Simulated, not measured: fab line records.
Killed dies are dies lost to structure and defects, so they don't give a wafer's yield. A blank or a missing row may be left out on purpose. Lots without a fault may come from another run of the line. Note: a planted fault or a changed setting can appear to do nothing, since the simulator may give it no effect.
Matching of chambers || flow n5_finfet || 4 sister chambers for N5_PMOS_HMC_CHANNEL_EPI_CMP_21 on cmp-04
The step polishes SiGe30, target thk 54 nm. 18 wafers are shown with their chamber, then 9 later ones without.

WAFERS PAIRED WITH THEIR CHAMBERS
{"wafer": "L077.1", "chamber": 1, "motor_current_A (A)": 12.9, "retaining_ring_pressure_frac": 1.001, "slurry_flow_ml_min": 150.1}
{"wafer": "L077.3", "chamber": 3, "motor_current_A (A)": 11.6, "retaining_ring_pressure_frac": 0.994, "slurry_flow_ml_min": 150.3}
{"wafer": "L077.4", "chamber": 2, "motor_current_A (A)": 13.0, "retaining_ring_pressure_frac": 1.009, "slurry_flow_ml_min": 149.5}
{"wafer": "L078.1", "chamber": 1, "motor_current_A (A)": 13.1, "retaining_ring_pressure_frac": 1.000, "slurry_flow_ml_min": 150.0}
{"wafer": "L078.2", "chamber": 2, "motor_current_A (A)": 13.0, "retaining_ring_pressure_frac": 0.997, "slurry_flow_ml_min": 149.6}
{"wafer": "L081.1", "chamber": 3, "motor_current_A (A)": 11.2, "retaining_ring_pressure_frac": 1.006, "slurry_flow_ml_min": 150.7}
{"wafer": "L081.3", "chamber": 2, "motor_current_A (A)": 13.2, "retaining_ring_pressure_frac": 1.004, "slurry_flow_ml_min": 149.7}
{"wafer": "L082.1", "chamber": 1, "motor_current_A (A)": 13.2, "retaining_ring_pressure_frac": 0.994, "slurry_flow_ml_min": 150.5}
{"wafer": "L082.3", "chamber": 3, "motor_current_A (A)": 12.0, "retaining_ring_pressure_frac": 1.005, "slurry_flow_ml_min": 150.9}
{"wafer": "L083.1", "chamber": 0, "motor_current_A (A)": 11.7, "retaining_ring_pressure_frac": 0.996, "slurry_flow_ml_min": 150.2}
{"wafer": "L083.3", "chamber": 3, "motor_current_A (A)": 12.3, "retaining_ring_pressure_frac": 1.003, "slurry_flow_ml_min": 149.6}
{"wafer": "L083.4", "chamber": 1, "motor_current_A (A)": 13.4, "retaining_ring_pressure_frac": 1.007, "slurry_flow_ml_min": 150.4}
{"wafer": "L084.1", "chamber": 3, "motor_current_A (A)": 11.8, "retaining_ring_pressure_frac": 1.003, "slurry_flow_ml_min": 149.5}
{"wafer": "L084.3", "chamber": 2, "motor_current_A (A)": 12.2, "retaining_ring_pressure_frac": 1.007, "slurry_flow_ml_min": 149.7}
{"wafer": "L085.3", "chamber": 2, "motor_current_A (A)": 13.0, "retaining_ring_pressure_frac": 1.003, "slurry_flow_ml_min": 150.0}
{"wafer": "L085.4", "chamber": 3, "motor_current_A (A)": 11.6, "retaining_ring_pressure_frac": 1.004, "slurry_flow_ml_min": 150.0}
{"wafer": "L086.4", "chamber": 2, "motor_current_A (A)": 12.3, "retaining_ring_pressure_frac": 0.995, "slurry_flow_ml_min": 150.2}
{"wafer": "L088.2", "chamber": 1, "motor_current_A (A)": 13.0, "retaining_ring_pressure_frac": 1.003, "slurry_flow_ml_min": 150.2}

SIGNATURES, as means of the wafers listed above
{"reading": "motor_current_A", "chamber 0": 11.700, "chamber 1": 13.120, "chamber 2": 12.783, "chamber 3": 11.750, "scatter within a chamber": 0.354}
{"reading": "retaining_ring_pressure_frac", "chamber 0": 0.99600, "chamber 1": 1.00100, "chamber 2": 1.00250, "chamber 3": 1.00250, "scatter within a chamber": 0.00489}
{"reading": "slurry_flow_ml_min", "chamber 0": 150.200, "chamber 1": 150.240, "chamber 2": 149.783, "chamber 3": 150.167, "scatter within a chamber": 0.392}
Rule: a wafer's distance from a chamber is the root of the sum, over the readings, of the square of ((its reading less the chamber's mean) divided by the reading's scatter). The wafer belongs to the nearest chamber; if the next one is less than 2 further off, it can't be placed. How the scatter is found: for the shown wafers, subtract from each reading the mean of its chamber, square and add these, divide the total by (wafers less chambers), then take the root.

WAFERS WITH NO CHAMBER GIVEN
{"wafer": "L088.4", "motor_current_A (A)": 13.8, "retaining_ring_pressure_frac": 1.004, "slurry_flow_ml_min": 148.9}
{"wafer": "L089.1", "motor_current_A (A)": 11.8, "retaining_ring_pressure_frac": 0.997, "slurry_flow_ml_min": 149.9}
{"wafer": "L091.2", "motor_current_A (A)": 11.8, "retaining_ring_pressure_frac": 0.995, "slurry_flow_ml_min": 150.2}
{"wafer": "L091.3", "motor_current_A (A)": 12.2, "retaining_ring_pressure_frac": 1.002, "slurry_flow_ml_min": 149.6}
{"wafer": "L092.1", "motor_current_A (A)": 12.2, "retaining_ring_pressure_frac": 0.992, "slurry_flow_ml_min": 149.7}
{"wafer": "L092.3", "motor_current_A (A)": 11.8, "retaining_ring_pressure_frac": 1.002, "slurry_flow_ml_min": 149.8}
{"wafer": "L092.4", "motor_current_A (A)": 12.8, "retaining_ring_pressure_frac": 0.999, "slurry_flow_ml_min": 150.2}
{"wafer": "L094.1", "motor_current_A (A)": 12.7, "retaining_ring_pressure_frac": 1.006, "slurry_flow_ml_min": 150.8}
{"wafer": "L094.2", "motor_current_A (A)": 12.5, "retaining_ring_pressure_frac": 1.000, "slurry_flow_ml_min": 149.7}

WHICH CHAMBER EACH ONE RAN IN
{"wafer": "L088.4", "from the rows above": "can't be placed: 2 or 1", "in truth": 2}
{"wafer": "L089.1", "from the rows above": "can't be placed: 0 or 3", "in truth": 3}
{"wafer": "L091.2", "from the rows above": "can't be placed: 0 or 3", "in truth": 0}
{"wafer": "L091.3", "from the rows above": "can't be placed: 2 or 3 or 0 or 1", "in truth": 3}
{"wafer": "L092.1", "from the rows above": "can't be placed: 0 or 2 or 3 or 1", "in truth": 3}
{"wafer": "L092.3", "from the rows above": "can't be placed: 3 or 0 or 2", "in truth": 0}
{"wafer": "L092.4", "from the rows above": "can't be placed: 1 or 2", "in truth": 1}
{"wafer": "L094.1", "from the rows above": "can't be placed: 1 or 2 or 3 or 0", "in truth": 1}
{"wafer": "L094.2", "from the rows above": "can't be placed: 2 or 1 or 3 or 0", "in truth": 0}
0 of 9 placed correctly. Cannot be placed on the basis of these rows: 9; the candidates contain the true chamber in 9. 0 placed wrongly.
